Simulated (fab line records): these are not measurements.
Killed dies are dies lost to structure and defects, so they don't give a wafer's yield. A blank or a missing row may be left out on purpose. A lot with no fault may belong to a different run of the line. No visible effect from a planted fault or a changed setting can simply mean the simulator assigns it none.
Struck lot and sound lot, side by side	flow nand harc	14 steps out of a route of 1302
Sound: these wafers, L422.2, L422.3, L422.4. The struck wafers were L441.2, L441.3, L441.6. At the end, the cause is stated.
Each step with rows lists, per side, the tool, then ch with its chambers, then its first start. Under that, the readings that differ: sound wafers	struck wafers	difference of the means	sigmas: that difference in standard deviations of wafers without a fault.
alike: words and numbers the same on both sides, and readings whose means are apart by under 2 such deviations; not compared: readings that were withheld, readings missing a value for some wafer, numbers with overlapping values and no deviation given by the record, and bounds like >300 which may hide the same value.
A row with sigmas, a row that says differs or no value, or rows on one side alone: a step with any of these is where the two part. Non-overlapping numbers with no deviation appear without sigmas and do not part them. A reading missing from all wafers of one side parts the sides only when that side holds two or more wafers.

NHARC_A_M0_INSPECT_27:
  struck on defect inspect-01, day 30 14:06; sound on defect inspect-02, day 22 18:04
  alike: raw defect count
NHARC_A_M0_PRE_CLEAN_31: time 12 s.
  sound on pecvd-01 ch 0,2, day 22 18:08; struck on pecvd-03 ch 0,1,2, day 30 14:10
  alike: heater power w
NHARC_A_M0_DEP_32: deposits SiCN, target thk 30 nm.
  sound on pecvd-01 ch 0,2, day 22 18:15; struck on pecvd-03 ch 0,1,2, day 30 14:14
  alike: heater power w
then, 9 steps without rows for these wafers: NHARC_A_M1_DEP_00 (deposits SiOC, target thk 182.5 nm); NHARC_A_M1_DEHYDRATE_01 (time 120 s); NHARC_A_M1_HMDS_02 (time 30 s); NHARC_A_M1_COAT_34 (time 65 s); NHARC_A_M1_COAT_03 (resist thk 90 nm); NHARC_A_M1_SOFTBAKE_04 (time 55 s); NHARC_A_M1_EBR_05; NHARC_A_M1_EXPOSE_06 (exposes mask A M1, target cd 120 nm); NHARC_A_M1_PEB_07 (peb time 65 s).
NHARC_A_M1_DEVELOP_08: develop time 35 s.
  sound on litho track-01 ch 0, day 22 19:00; struck on litho track-01, day 30 15:00
  no value came back on the struck wafers for chill plate temp C (C), develop time s (s); on the sound wafers chill plate temp C (C) reads 23.11 23.00 22.96
NHARC_A_M1_CD_MEAS_09: the cd target is 120 nm.
  sound on cd sem-03 ch 0, day 22 19:27; struck on cd sem-03 ch 0, day 30 15:38
reading	sound	struck	difference	sigmas
cd nm (nm)	120.7 121.9 121.1	- - -	no value on the struck wafers	

WHERE THEY PART
Last at NHARC_A_M1_CD_MEAS_09 as far as this record goes, first at NHARC_A_M1_DEVELOP_08.

WHY: whatever the simulator had introduced
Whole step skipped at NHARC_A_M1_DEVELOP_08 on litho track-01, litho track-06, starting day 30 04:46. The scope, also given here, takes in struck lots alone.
